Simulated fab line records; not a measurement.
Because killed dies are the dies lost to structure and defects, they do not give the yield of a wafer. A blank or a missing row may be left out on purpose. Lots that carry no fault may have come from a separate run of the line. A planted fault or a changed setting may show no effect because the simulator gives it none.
fab line records -- flow n5Finfet -- part 1 of 2: steps 1 to 21 of 32
[record] lots = 5, wafers = 15, lastDay = 16
route steps=1938 shown BEOL_M2@844
lots that met no fault: from a run of the same line without faults
startH: hours from the record's opening day to when the first of the lot's shown wafers began -- waitH: hours since the lot's step before -- " identical to the entry in the row above -- L1.1+2: a single row standing in for several wafers -- - no value present, or no start provided -- * or withheld: withheld -- < > ~ a bound
route shown NAME@n: NAME is a module with steps in the file, n the number in the route of the first one -- usual: mean and standard deviation over wafers with no fault -- same: alike in all rows -- chamber/n: place in a boat -- sites: per-site readings -- _std_site: the values' standard deviation -- _edge_site: inner sites' mean taken away from outer sites' mean -- radiusMm: how far each site lies from the wafer's centre -- mask NAME#n: copy n -- behind: tool/chamber where the wafer was last shaped -- hold: what put the lot on hold/how long, in hours/how the hold closed -- device: the n, p or np transistor that did not switch -- end of line: tests of these same wafers at the route's end -- step lacking rows: just its recipe -- killed: at the first sort, the dies lost to defects and structure; wafer yield is something else -- map: dies across one wafer; x = killed, . = not, _ = none there
set.NAME: setting as actually run; set.NAME@STEP: the setting as run at that earlier step -- model.NAME: the simulator's own value behind a step, which no gauge read
lots at selected steps of the route; one table per step, one row per wafer
services: a tool's chamber out of use, with start hour (startH, from the record's first day; less than 0 if before it), hours out, and reason
[[steps]]
[step N5_BEOL_M2_HM_DEP_02]
[recipe] material = TiN, targetThkA = 200, tempC = 25, chamberPressurePa = 0.49996
[usual] throttleValvePct = 29.9/0.91
lot.wafer,tool,chamber,startH,waitH,throttleValvePct
L074.1,pvdSputter-03,-,134.82,2.4,30.8
L074.2,pvdSputter-03,-,134.82,2.4,29.9
L074.6,pvdSputter-03,-,134.82,2.4,30.9
L076.2,pvdSputter-01,-,148.57,0.3,30.0
L076.5,pvdSputter-01,-,148.57,0.3,30.5
L076.6,pvdSputter-01,-,148.57,0.3,29.9
L079.2,pvdSputter-03,-,161.18,0.7,30.7
L079.3,pvdSputter-03,-,161.18,0.7,30.1
L079.5,pvdSputter-03,-,161.18,0.7,29.8
L089.1,pvdSputter-02,-,230.59,0.3,28.7
L089.4,pvdSputter-02,-,230.59,0.3,29.0
L089.6,pvdSputter-02,-,230.59,0.3,28.7
L092.1,pvdSputter-01,-,239.11,0.1,30.0
L092.4,pvdSputter-01,-,239.11,0.1,28.9
L092.6,pvdSputter-01,-,239.11,0.1,29.1
[step N5_BEOL_M2_COAT_61]
[recipe] resist = SOC, tempC = 250, timeS = 60, spinRpm = 1500, resistThkNm = 60
[usual] spinSpeedRpm = 1499.9/1.1
lot.wafer,tool,chamber,startH,waitH,spinSpeedRpm
L074.1,lithoTrack-03,0,134.95,0.1,1499.9
L074.2,lithoTrack-03,0,134.95,0.1,1500.5
L074.6,lithoTrack-03,0,134.95,0.1,1499.2
L076.2,lithoTrack-05,0,148.70,0.1,1499.8
L076.5,lithoTrack-05,0,148.70,0.1,1499.6
L076.6,lithoTrack-05,0,148.70,0.1,1502.3
L079.2,lithoTrack-05,0,161.30,0.1,1500.2
L079.3,lithoTrack-05,0,161.30,0.1,1500.5
L079.5,lithoTrack-05,0,161.30,0.1,1499.1
L089.1,lithoTrack-03,0,230.72,0.1,1498.7
L089.4,lithoTrack-03,0,230.72,0.1,1499.5
L089.6,lithoTrack-03,0,230.72,0.1,1498.8
L092.1,lithoTrack-03,0,239.23,0.1,1498.9
L092.4,lithoTrack-03,0,239.23,0.1,1499.6
L092.6,lithoTrack-03,0,239.23,0.1,1502.3
[step N5_BEOL_M2_COAT_62]
[recipe] resist = SiARC, tempC = 220, timeS = 60, spinRpm = 1500, resistThkNm = 12
[usual] spinSpeedRpm = 1499.9/1.2
lot.wafer,tool,chamber,startH,waitH,spinSpeedRpm
L074.1,lithoTrack-03,0,-,-,1500.1
L074.2,lithoTrack-03,0,-,-,1500.0
L074.6,lithoTrack-03,0,-,-,1500.3
L076.2,lithoTrack-05,0,-,-,1502.9
L076.5,lithoTrack-05,0,-,-,1499.7
L076.6,lithoTrack-05,0,-,-,1501.5
L079.2,lithoTrack-05,0,-,-,1500.2
L079.3,lithoTrack-05,0,-,-,1501.4
L079.5,lithoTrack-05,0,-,-,1497.7
L089.1,lithoTrack-03,0,-,-,1498.8
L089.4,lithoTrack-03,0,-,-,1499.9
L089.6,lithoTrack-03,0,-,-,1502.4
L092.1,lithoTrack-03,0,-,-,1500.0
L092.4,lithoTrack-03,0,-,-,1498.8
L092.6,lithoTrack-03,0,-,-,1500.3
[step N5_BEOL_M2_COAT_73]
[recipe] resist = underlayer, tempC = 205, timeS = 60, spinRpm = 1500, resistThkNm = 5
[usual] spinSpeedRpm = 1500.0/0.98
lot.wafer,tool,chamber,startH,waitH,spinSpeedRpm
L074.1,lithoTrack-03,0,-,-,1500.3
L074.2,lithoTrack-03,0,-,-,1500.4
L074.6,lithoTrack-03,0,-,-,1499.3
L076.2,lithoTrack-05,0,-,-,1500.5
L076.5,lithoTrack-05,0,-,-,1498.3
L076.6,lithoTrack-05,0,-,-,1497.9
L079.2,lithoTrack-05,0,-,-,1500.6
L079.3,lithoTrack-05,0,-,-,1502.3
L079.5,lithoTrack-05,0,-,-,1500.7
L089.1,lithoTrack-03,0,-,-,1500.4
L089.4,lithoTrack-03,0,-,-,1499.3
L089.6,lithoTrack-03,0,-,-,1499.8
L092.1,lithoTrack-03,0,-,-,1500.2
L092.4,lithoTrack-03,0,-,-,1499.4
L092.6,lithoTrack-03,0,-,-,1501.3
[step N5_BEOL_M2_COAT_05]
[recipe] resist = CAR-EUV, spinRpm = 1500, resistThkNm = 30
[usual] spinSpeedRpm = 1499.9/1.1
lot.wafer,tool,chamber,startH,waitH,spinSpeedRpm
L074.1,lithoTrack-03,0,-,-,1500.0
L074.2,lithoTrack-03,0,-,-,1500.2
L074.6,lithoTrack-03,0,-,-,1499.6
L076.2,lithoTrack-05,0,-,-,1500.8
L076.5,lithoTrack-05,0,-,-,1500.8
L076.6,lithoTrack-05,0,-,-,1499.3
L079.2,lithoTrack-05,0,-,-,1498.7
L079.3,lithoTrack-05,0,-,-,1498.9
L079.5,lithoTrack-05,0,-,-,1500.1
L089.1,lithoTrack-03,0,-,-,1500.6
L089.4,lithoTrack-03,0,-,-,1499.5
L089.6,lithoTrack-03,0,-,-,1501.4
L092.1,lithoTrack-03,0,-,-,1498.9
L092.4,lithoTrack-03,0,-,-,1500.1
L092.6,lithoTrack-03,0,-,-,1499.7
[step N5_BEOL_M2_EBR_07]
[recipe] solvent = PGMEA, ebrWidthMm = 1.5
lot.wafer,tool,chamber,startH,waitH
L074.1+2+6,lithoTrack-03,0,-,-
L076.2+5+6,lithoTrack-05,0,-,-
L079.2+3+5,lithoTrack-05,0,-,-
L089.1+4+6,lithoTrack-03,0,-,-
L092.1+4+6,lithoTrack-03,0,-,-
[step N5_BEOL_M2_SOFTBAKE_06]
[recipe] tempC = 110, timeS = 60, resist = CAR-EUV
lot.wafer,tool,chamber,startH,waitH
L074.1+2+6,lithoTrack-03,0,-,-
L076.2+5+6,lithoTrack-05,0,-,-
L079.2+3+5,lithoTrack-05,0,-,-
L089.1+4+6,lithoTrack-03,0,-,-
L092.1+4+6,lithoTrack-03,0,-,-
[step N5_BEOL_M2_EXPOSE_08]
[recipe] maskId = M2, na = 0.33, sourceShape = dipole, sigmaInner = 0.369, sigmaOuter = 0.767, polarization = unpolarized, doseMj = 41.25
[usual] reticleTempC = 22.99/0.1, stageMsdNm = 0.90/0.032
[same] dipoleOpeningDeg = 79.7, na = 0.33
lot.wafer,tool,chamber,startH,waitH,mask,reticleTempC,stageMsdNm
L074.1,euvScanner-01,0,135.08,-,M2#0,22.96,0.94
L074.2,euvScanner-01,0,135.08,-,M2#0,22.85,0.93
L074.6,euvScanner-01,0,135.08,-,M2#0,22.89,0.94
L076.2,euvScanner-01,0,148.84,-,M2#0,22.96,0.94
L076.5,euvScanner-01,0,148.84,-,M2#0,23.04,0.94
L076.6,euvScanner-01,0,148.84,-,M2#0,22.98,0.93
L079.2,euvScanner-02,0,161.45,-,M2#0,23.04,0.88
L079.3,euvScanner-02,0,161.45,-,M2#0,23.16,0.87
L079.5,euvScanner-02,0,161.45,-,M2#0,23.04,0.87
L089.1,euvScanner-01,0,230.98,-,M2#0,23.00,0.94
L089.4,euvScanner-01,0,230.98,-,M2#0,22.91,0.94
L089.6,euvScanner-01,0,230.98,-,M2#0,23.00,0.94
L092.1,euvScanner-02,0,239.37,-,M2#0,23.07,0.86
L092.4,euvScanner-02,0,239.37,-,M2#0,23.01,0.86
L092.6,euvScanner-02,0,239.37,-,M2#0,23.09,0.86
[step N5_BEOL_M2_PEB_09]
[recipe] pebTempC = 100, pebTimeS = 60, resist = CAR-EUV
[same] pebTimeS = 60
lot.wafer,tool,chamber,startH,waitH
L074.1+2+6,lithoTrack-03,0,135.15,0.1
L076.2+5+6,lithoTrack-05,0,148.90,0.1
L079.2+3+5,lithoTrack-03,0,161.50,0.1
L089.1+4+6,lithoTrack-03,0,231.05,0.1
L092.1+4+6,lithoTrack-04,0,239.43,0.1
[step N5_BEOL_M2_DEVELOP_10]
[recipe] developTimeS = 30, developer = TMAH, resist = CAR-EUV, rinseLiquid = surfactantRinse, dry = airSpin, devTempC = 23
lot.wafer,tool,chamber,startH,waitH
L074.1+2+6,lithoTrack-03,0,-,-
L076.2+5+6,lithoTrack-05,0,-,-
L079.2+3+5,lithoTrack-03,0,-,-
L089.1+4+6,lithoTrack-03,0,-,-
L092.1+4+6,lithoTrack-04,0,-,-
[step N5_BEOL_M2_CD_MEAS_11]
[recipe] targetCdNm = 16.79, landingEnergyEv = 500, detector = seInlens, polarity = opening
[usual] cdNm = 16.78/0.23
lot.wafer,tool,chamber,startH,waitH,cdNm
L074.1,cdSem-03,0,135.22,-,16.75
L074.2,cdSem-03,0,135.22,-,17.16
L074.6,cdSem-03,0,135.22,-,16.98
L076.2,cdSem-03,0,148.97,-,17.00
L076.5,cdSem-03,0,148.97,-,16.46
L076.6,cdSem-03,0,148.97,-,16.56
L079.2,cdSem-02,0,161.57,-,16.53
L079.3,cdSem-02,0,161.57,-,16.78
L079.5,cdSem-02,0,161.57,-,16.59
L089.1,cdSem-02,0,231.11,-,16.75
L089.4,cdSem-02,0,231.11,-,16.54
L089.6,cdSem-02,0,231.11,-,16.45
L092.1,cdSem-03,0,239.50,-,16.92
L092.4,cdSem-03,0,239.50,-,17.02
L092.6,cdSem-03,0,239.50,-,17.18
[step N5_BEOL_M2_OVL_MEAS_12]
[recipe] pointsPerWafer = 522
[usual] M2_OVL = -0.3/0.63
lot.wafer,tool,chamber,startH,waitH,M2_OVL[nm]
L074.1,overlay-01,0,135.25,0.0,-0.7
L074.2,overlay-01,0,135.25,0.0,-1.5
L074.6,overlay-01,0,135.25,0.0,-0.6
L076.2,overlay-02,0,149.00,0.0,-0.5
L076.5,overlay-02,0,149.00,0.0,0.5
L076.6,overlay-02,0,149.00,0.0,0.1
L079.2,overlay-01,0,161.61,0.0,-0.8
L079.3,overlay-01,0,161.61,0.0,-0.8
L079.5,overlay-01,0,161.61,0.0,0.3
L089.1,overlay-01,0,231.15,0.0,0.0
L089.4,overlay-01,0,231.15,0.0,-0.7
L089.6,overlay-01,0,231.15,0.0,0.0
L092.1,overlay-01,0,239.53,0.0,-0.6
L092.4,overlay-01,0,239.53,0.0,0.4
L092.6,overlay-01,0,239.53,0.0,0.4
[step N5_BEOL_M2_INSPECT_13]
[recipe] mode = adi, inspectInstrument = brightfield
[usual] rawDefectCount = 421/82
lot.wafer,tool,chamber,startH,waitH,rawDefectCount
L074.1,defectInspect-01,-,135.30,0.1,376
L074.2,defectInspect-01,-,135.30,0.1,390
L074.6,defectInspect-01,-,135.30,0.1,347
L076.2,defectInspect-02,-,149.05,0.0,513
L076.5,defectInspect-02,-,149.05,0.0,414
L076.6,defectInspect-02,-,149.05,0.0,432
L079.2,defectInspect-01,-,161.66,0.0,545
L079.3,defectInspect-01,-,161.66,0.0,520
L079.5,defectInspect-01,-,161.66,0.0,560
L089.1,defectInspect-01,-,231.21,0.1,427
L089.4,defectInspect-01,-,231.21,0.1,386
L089.6,defectInspect-01,-,231.21,0.1,369
L092.1,defectInspect-01,-,239.59,0.1,370
L092.4,defectInspect-01,-,239.59,0.1,454
L092.6,defectInspect-01,-,239.59,0.1,430
[step N5_BEOL_M2_DESCUM_16]
[recipe] chemistry = O2, timeS = 7, sourcePowerW = 50, biasPowerW = 20, pressureMtorr = 20, rfFrequencyHz = 2.712e+07, tempC = 40, resist = CAR-EUV, o2FlowSccm = 225
[usual] drypumpMotorCurrentA = 5.8/0.52, oesProductAu = 0.78/0.09, rfVppV = 243.6/1.4, showerheadPlenumPTorr = 2.12/0.073, throttleValvePct = 20.38/0.24
lot.wafer,tool,chamber,startH,waitH,drypumpMotorCurrentA,oesProductAu,rfHoursCounterH,rfVppV,showerheadPlenumPTorr,throttleValvePct
L074.1,rieDiel-06,0,135.72,0.4,5.8,0.69,215,241.8,2.08,20.84
L074.2,rieDiel-06,3,135.72,0.4,5.7,0.92,17,244.2,2.22,20.20
L074.6,rieDiel-06,2,135.72,0.4,5.1,0.73,-,241.1,2.01,20.83
L076.2,rieDiel-05,1,149.10,0.0,5.2,0.84,65,243.4,2.12,20.69
L076.5,rieDiel-05,3,149.10,0.0,4.8,0.70,-,244.3,2.16,20.39
L076.6,rieDiel-05,2,149.10,0.0,5.5,0.95,-,245.9,2.24,20.23
L079.2,rieDiel-06,0,162.07,0.4,5.8,0.69,227,244.8,2.07,20.87
L079.3,rieDiel-06,3,162.07,0.4,5.7,0.89,29,245.6,2.22,20.21
L079.5,rieDiel-06,3,162.07,0.4,5.7,0.89,-,245.7,2.22,20.21
L089.1,rieDiel-02,2,231.39,0.2,5.9,0.71,211,243.3,2.17,20.44
L089.4,rieDiel-02,1,231.39,0.2,6.5,0.79,-,245.2,2.21,20.21
L089.6,rieDiel-02,2,231.39,0.2,5.9,0.70,-,247.0,2.17,20.45
L092.1,rieDiel-05,3,239.78,0.2,4.8,0.68,219,242.5,2.15,20.42
L092.4,rieDiel-05,2,239.78,0.2,5.6,0.87,33,244.6,2.23,20.27
L092.6,rieDiel-05,3,239.78,0.2,4.8,0.68,-,244.1,2.15,20.41
[step N5_BEOL_M2_ETCH_74]
[recipe] chemistry = N2/H2, target = underlayer, targetDepthA = 65, maskMaterial = CAR-EUV, timeS = 5.2, ionEnergyEv = 200, pressureMtorr = 30, sourceW = 840, biasW = 150, n2FlowSccm = 200, h2FlowSccm = 200, ends = cleared
[usual] drypumpMotorCurrentA = 5.8/0.52, etchRfOnTimeS = 5.24/0.089, n2FlowSccm = 200.0/0.65, oesProductAu = 0.66/0.074, rfVppV = 524.9/2.7, showerheadPlenumPTorr = 2.58/0.091, throttleValvePct = 17.83/0.26
lot.wafer,tool,chamber,startH,waitH,drypumpMotorCurrentA,etchRfOnTimeS,n2FlowSccm,oesProductAu,rfHoursCounterH,rfVppV,showerheadPlenumPTorr,throttleValvePct
L074.1,rieDiel-06,0,135.75,0.0,5.8,5.27,198.5,0.58,215,523.1,2.52,18.29
L074.2,rieDiel-06,3,135.75,0.0,5.8,5.14,199.6,0.78,17,530.1,2.71,17.67
L074.6,rieDiel-06,2,135.75,0.0,5.1,5.26,199.4,0.62,-,518.9,2.43,18.17
L076.2,rieDiel-05,1,149.13,0.0,5.2,5.18,199.5,0.71,65,525.8,2.59,18.13
L076.5,rieDiel-05,3,149.13,0.0,4.8,5.29,200.4,0.60,-,525.4,2.65,17.92
L076.6,rieDiel-05,2,149.13,0.0,5.5,5.22,198.9,0.80,-,528.0,2.72,17.62
L079.2,rieDiel-06,0,162.10,0.0,5.8,5.21,199.6,0.57,227,522.7,2.51,18.32
L079.3,rieDiel-06,3,162.10,0.0,5.7,5.11,198.9,0.76,29,527.4,2.70,17.69
L079.5,rieDiel-06,3,162.10,0.0,5.8,5.13,200.1,0.76,-,528.7,2.70,17.69
L089.1,rieDiel-02,2,231.43,0.0,5.9,5.28,199.5,0.62,211,524.5,2.62,17.90
L089.4,rieDiel-02,1,231.43,0.0,6.5,5.16,199.8,0.67,-,525.4,2.68,17.63
L089.6,rieDiel-02,2,231.43,0.0,5.9,5.30,199.2,0.61,-,525.9,2.62,17.86
L092.1,rieDiel-05,3,239.82,0.0,4.8,5.39,200.8,0.59,219,523.5,2.63,17.99
L092.4,rieDiel-05,2,239.82,0.0,5.6,5.32,199.7,0.73,33,526.6,2.71,17.65
L092.6,rieDiel-05,3,239.82,0.0,4.8,5.38,200.2,0.59,-,524.8,2.63,18.01
[step N5_BEOL_M2_ETCH_63]
[recipe] chemistry = CF4, target = SiARC, targetDepthA = 156, maskMaterial = CAR-EUV, timeS = 26, ionEnergyEv = 80, pressureMtorr = 40, sourceW = 545, biasW = 36, Ar_flow_sccm = 100, cf4FlowSccm = 100, ends = cleared
[usual] drypumpMotorCurrentA = 5.7/0.52, etchRfOnTimeS = 26.1/0.4, oesProductAu = 0.66/0.074, rfVppV = 184.4/1.2, showerheadPlenumPTorr = 2.17/0.072, throttleValvePct = 15.57/0.24
lot.wafer,tool,chamber,startH,waitH,drypumpMotorCurrentA,etchRfOnTimeS,oesProductAu,rfHoursCounterH,rfVppV,showerheadPlenumPTorr,throttleValvePct
L074.1,rieDiel-06,0,135.77,0.0,5.8,26.1,0.60,215,183.7,2.11,15.96
L074.2,rieDiel-06,3,135.77,0.0,5.8,25.3,0.79,17,184.2,2.27,15.34
L074.6,rieDiel-06,2,135.77,0.0,5.1,26.2,0.62,-,182.5,2.05,15.91
L076.2,rieDiel-05,1,149.15,0.0,5.2,26.0,0.71,65,184.2,2.17,15.81
L076.5,rieDiel-05,3,149.15,0.0,4.8,26.3,0.60,-,184.8,2.22,15.70
L076.6,rieDiel-05,2,149.15,0.0,5.5,26.2,0.80,-,185.7,2.28,15.38
L079.2,rieDiel-06,0,162.12,0.0,5.8,26.0,0.59,227,181.8,2.11,15.97
L079.3,rieDiel-06,3,162.12,0.0,5.8,25.4,0.76,29,186.6,2.27,15.38
L079.5,rieDiel-06,3,162.12,0.0,5.8,25.5,0.76,-,185.1,2.27,15.39
L089.1,rieDiel-02,2,231.44,0.0,5.9,26.4,0.61,211,185.6,2.20,15.60
L089.4,rieDiel-02,1,231.44,0.0,6.5,25.9,0.69,-,186.2,2.25,15.39
L089.6,rieDiel-02,2,231.44,0.0,5.9,26.6,0.61,-,185.8,2.20,15.60
L092.1,rieDiel-05,3,239.83,0.0,4.8,26.5,0.59,219,185.6,2.21,15.77
L092.4,rieDiel-05,2,239.83,0.0,5.5,26.2,0.73,33,185.7,2.27,15.45
L092.6,rieDiel-05,3,239.83,0.0,4.8,26.5,0.59,-,184.5,2.21,15.75
[step N5_BEOL_M2_ETCH_64]
[recipe] chemistry = N2/H2, target = SOC, targetDepthA = 750, overetchA = 225, maskMaterial = SiARC, tempC = 40, timeS = 121.9, ionEnergyEv = 200, pressureMtorr = 30, sourceW = 840, biasW = 150, n2FlowSccm = 200, h2FlowSccm = 200
[usual] drypumpMotorCurrentA = 5.8/0.51, n2FlowSccm = 200.0/0.64, oesProductAu = 0.59/0.064, rfVppV = 524.8/2.6, showerheadPlenumPTorr = 2.58/0.091, throttleValvePct = 17.79/0.26
lot.wafer,tool,chamber,startH,waitH,drypumpMotorCurrentA,n2FlowSccm,oesProductAu,rfHoursCounterH,rfVppV,showerheadPlenumPTorr,throttleValvePct
L074.1,rieDiel-06,1,135.80,0.0,5.9,200.2,0.52,236,519.9,2.41,18.50
L074.2,rieDiel-06,2,135.80,0.0,5.1,199.5,0.56,173,520.6,2.43,18.14
L074.6,rieDiel-06,3,135.80,0.0,5.7,199.6,0.69,-,528.3,2.71,17.62
L076.2,rieDiel-05,1,149.18,0.0,5.2,200.4,0.64,65,525.5,2.59,18.08
L076.5,rieDiel-05,3,149.18,0.0,4.9,200.2,0.54,-,528.0,2.65,17.91
L076.6,rieDiel-05,2,149.18,0.0,5.5,199.7,0.71,-,528.5,2.72,17.54
L079.2,rieDiel-06,0,162.15,0.0,5.8,200.6,0.52,227,523.2,2.51,18.27
L079.3,rieDiel-06,3,162.15,0.0,5.7,199.5,0.67,29,527.9,2.70,17.62
L079.5,rieDiel-06,3,162.15,0.0,5.7,198.7,0.68,-,526.3,2.70,17.65
L089.1,rieDiel-02,2,231.47,0.0,5.9,201.0,0.55,211,525.1,2.62,17.83
L089.4,rieDiel-02,1,231.47,0.0,6.6,199.9,0.60,-,527.2,2.68,17.59
L089.6,rieDiel-02,2,231.47,0.0,5.9,200.2,0.55,-,527.6,2.62,17.85
L092.1,rieDiel-05,3,239.86,0.0,4.9,200.2,0.53,219,525.3,2.63,17.97
L092.4,rieDiel-05,2,239.86,0.0,5.5,198.9,0.66,33,529.3,2.71,17.63
L092.6,rieDiel-05,3,239.86,0.0,4.9,199.2,0.53,-,525.9,2.63,17.96
[step N5_BEOL_M2_STRIP_65]
[recipe] chemistry = N2/H2, tempC = 40, n2FlowSccm = 200, h2FlowSccm = 200, rfFrequencyHz = 6e+07
lot.wafer,tool,chamber,startH,waitH
L074.1+2+6,rieDiel-06,"0,1,3",135.91,0.1
L076.2+5+6,rieDiel-05,"1,3,2",149.29,0.1
L079.2+3+5,rieDiel-06,"0,3,3",162.26,0.1
L089.1+4+6,rieDiel-02,"2,1,2",231.58,0.1
L092.1+4+6,rieDiel-05,"3,2,3",239.97,0.1
[step N5_BEOL_M2_STRIP_75]
[recipe] chemistry = N2/H2, tempC = 40, n2FlowSccm = 200, h2FlowSccm = 200, rfFrequencyHz = 6e+07
lot.wafer,tool,chamber,startH,waitH
L074.1+2+6,rieDiel-06,"0,1,3",135.92,0.0
L076.2+5+6,rieDiel-05,"1,3,2",149.30,0.0
L079.2+3+5,rieDiel-06,"0,3,3",162.27,0.0
L089.1+4+6,rieDiel-02,"2,1,2",231.59,0.0
L092.1+4+6,rieDiel-05,"3,2,3",239.98,0.0
[step N5_BEOL_M2_STRIP_66]
[recipe] chemistry = CF4, resist = SiARC, powerW = 300, biasPowerW = 75, pressureMtorr = 50, cf4FlowSccm = 150, rfFrequencyHz = 6e+07
[usual] drypumpMotorCurrentA = 5.8/0.51, oesProductAu = 0.77/0.083, rfVppV = 271.7/1.5, showerheadPlenumPTorr = 1.82/0.06, throttleValvePct = 13.56/0.25
lot.wafer,tool,chamber,startH,waitH,drypumpMotorCurrentA,oesProductAu,rfHoursCounterH,rfVppV,showerheadPlenumPTorr,throttleValvePct
L074.1,rieDiel-06,0,135.93,0.0,5.8,0.68,215,270.7,1.77,13.95
L074.2,rieDiel-06,1,135.93,0.0,5.9,0.68,236,267.7,1.71,14.16
L074.6,rieDiel-06,3,135.93,0.0,5.7,0.89,-,273.5,1.90,13.30
L076.2,rieDiel-05,1,149.31,0.0,5.2,0.82,65,271.4,1.83,13.76
L076.5,rieDiel-05,3,149.31,0.0,4.8,0.70,-,272.3,1.86,13.71
L076.6,rieDiel-05,2,149.31,0.0,5.5,0.93,-,272.2,1.91,13.34
L079.2,rieDiel-06,0,162.28,0.0,5.8,0.68,227,270.4,1.77,13.96
L079.3,rieDiel-06,3,162.28,0.0,5.8,0.88,29,273.6,1.90,13.33
L079.5,rieDiel-06,3,162.28,0.0,5.7,0.87,-,274.0,1.90,13.32
L089.1,rieDiel-02,2,231.60,0.0,5.9,0.71,211,272.3,1.85,13.62
L089.4,rieDiel-02,1,231.60,0.0,6.5,0.79,-,272.7,1.89,13.40
L089.6,rieDiel-02,2,231.60,0.0,5.9,0.72,-,269.9,1.85,13.62
L092.1,rieDiel-05,3,239.99,0.0,4.9,0.68,219,273.7,1.85,13.79
L092.4,rieDiel-05,2,239.99,0.0,5.5,0.85,33,273.1,1.90,13.41
L092.6,rieDiel-05,3,239.99,0.0,4.8,0.68,-,271.8,1.85,13.79
[step N5_BEOL_M2_HM_OPEN_17]
[recipe] chemistry = Cl2/BCl3, targetDepthA = 200, overetchA = 60, target = TiN, maskMaterial = SOC, ionEnergyEv = 150, pressureMtorr = 10, icpW = 1000, biasW = 126, Cl2_flow_sccm = 53.25, bcl3FlowSccm = 21.75, Ar_flow_sccm = 25
[usual] drypumpMotorCurrentA = 5.8/0.35, heBacksideLeakSccm = 3.32/0.17, oesProductAu = 0.66/0.081, throttleValvePct = 22.11/0.16
lot.wafer,tool,chamber,startH,waitH,drypumpMotorCurrentA,heBacksideLeakSccm,oesProductAu,rfHoursCounterH,throttleValvePct
L074.1,rieMetal-01,1,135.97,0.0,6.3,3.48,0.66,40,22.00
L074.2,rieMetal-01,1,135.97,0.0,6.4,3.45,0.66,-,22.02
L074.6,rieMetal-01,1,135.97,0.0,6.3,3.38,0.66,-,22.02
L076.2,rieMetal-01,1,149.38,0.1,6.3,3.45,0.65,-,22.02
L076.5,rieMetal-01,1,149.38,0.1,6.3,3.41,0.65,-,22.03
L076.6,rieMetal-01,1,149.38,0.1,6.3,3.33,0.65,-,22.03
L079.2,rieMetal-03,0,162.32,0.0,6.0,3.34,0.60,76,21.93
L079.3,rieMetal-03,1,162.32,0.0,5.8,3.16,0.54,-,22.48
L079.5,rieMetal-03,0,162.32,0.0,6.0,3.27,0.60,-,21.93
L089.1,rieMetal-01,1,231.64,0.0,6.3,3.47,0.63,52,22.05
L089.4,rieMetal-01,0,231.64,0.0,5.7,3.22,0.80,-,22.01
L089.6,rieMetal-01,1,231.64,0.0,6.3,3.52,0.63,-,22.05
L092.1,rieMetal-01,1,240.03,0.0,6.3,3.49,0.63,53,22.04
L092.4,rieMetal-01,1,240.03,0.0,6.3,3.41,0.62,-,22.06
L092.6,rieMetal-01,0,240.03,0.0,5.7,3.43,0.79,-,22.01
